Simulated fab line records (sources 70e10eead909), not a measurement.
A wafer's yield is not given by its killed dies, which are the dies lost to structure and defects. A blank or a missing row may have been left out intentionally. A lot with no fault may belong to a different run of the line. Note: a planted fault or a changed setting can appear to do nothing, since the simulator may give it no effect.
Comparing a struck lot with a sound one / flow nand_harc / 14 out of 1302 route steps
Sound: these wafers, L802.1, L802.3, L802.4. Wafers struck: L796.1, L796.4, L796.6. The cause is named last.
Each step with rows lists, per side, the tool, then ch with its chambers, then its first start. Under that, the readings that differ: sound wafers / struck wafers / difference of the means / sigmas: that difference in standard deviations of wafers without a fault.
alike: readings whose means differ by less than 2 such deviations, and words and numbers that are the same on both sides. not compared: withheld readings, readings that some wafer has no value for, bounds like >300 that may hide the same value, and numbers for which the record gives no deviation and whose values overlap.
The two part at a step that has a row with sigmas, a row that says differs or no value, or rows on one side only. Numbers that don't overlap but have no deviation are shown without sigmas and don't part them. A reading missing from all wafers of one side parts the sides only when that side holds two or more wafers.

first, 1 step without rows for these wafers: NHARC_A_CHANNEL_FILL_D1_SRD_12.
NHARC_A_CHANNEL_FILL_D1_INSPECT_13:
  sound on defect_inspect-02, day 18 03:03; struck on defect_inspect-02, day 15 18:11
  alike: raw_defect_count
NHARC_A_DECK1_JOINT_ETCHBACK_07: etches the open film in HBr, target depth 105 nm, time 26.9 s.
  sound on rie_si-01 ch 0,1,3, day 18 03:07; struck on rie_si-06 ch 0,3, day 15 18:14
  alike: drypump_motor_current_A, oes_product_au, throttle_valve_pct
  not compared: rf_hours_counter_h
then, 7 steps without rows for these wafers: NHARC_A_DECK1_JOINT_ETCH_25 (etches SiO2 in dHF, target depth 0.5 nm); NHARC_A_DECK1_JOINT_ETCH_19 (etches poly-Si in TMAH, target depth 3 nm); NHARC_A_DECK1_JOINT_ETCH_18 (etches SiO2 in dHF, target depth 3 nm); NHARC_A_DECK1_JOINT_WET_08 (chemistry H3PO4, time 86 s); NHARC_A_DECK1_JOINT_ETCH_09 (etches SiO2 in dHF, target depth 5 nm); NHARC_A_DECK1_JOINT_WET_10 (chemistry H3PO4, time 86 s); NHARC_A_DECK1_JOINT_ETCH_11 (etches SiO2 in dHF, target depth 35 nm).
NHARC_A_DECK1_JOINT_CVD_12: deposits poly-Si, target thk 90 nm, time 1800 s.
  sound on lpcvd_poly-02 ch 0, day 18 10:33; struck on lpcvd_poly-02, day 16 01:41
  no value came back on the struck wafers for pressure_mtorr (mTorr), run_length_s (s), spike_tc_centre_C (C); on the sound wafers pressure_mtorr (mTorr) reads 200.5 199.9 200.0
NHARC_A_DECK1_JOINT_CMP_13: polishes, target thk 51.023 nm.
  sound on cmp-02 ch 1,2,3, day 18 13:24; struck on cmp-04 ch 2,3, day 16 04:34
reading=time_to_endpoint_s (s); sound=4.9 10.2 4.5; struck=- - -; difference=no value on the struck wafers; sigmas=
  alike: motor_current_A
following that, these wafers have no rows for 1 step: NHARC_A_DECK1_JOINT_SRD_04.
-- the record jumps here: 13 days lie between the struck wafers' starts before and after (it left off in module A_DECK1_JOINT and takes up again in module END, whose first step shown is number 1302 of the route) --
NHARC_END_SORT_01:
  here the record holds rows for the struck wafers (prober-01 ch 0, day 29 13:53) but none for the sound ones

== WHERE THEY PART ==
Last at NHARC_END_SORT_01 as far as this record goes, first at NHARC_A_DECK1_JOINT_CVD_12.

WHY: what the simulator had put in
Beginning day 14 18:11, the whole step at NHARC_A_DECK1_JOINT_CVD_12 was skipped on lpcvd_poly-02. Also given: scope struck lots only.
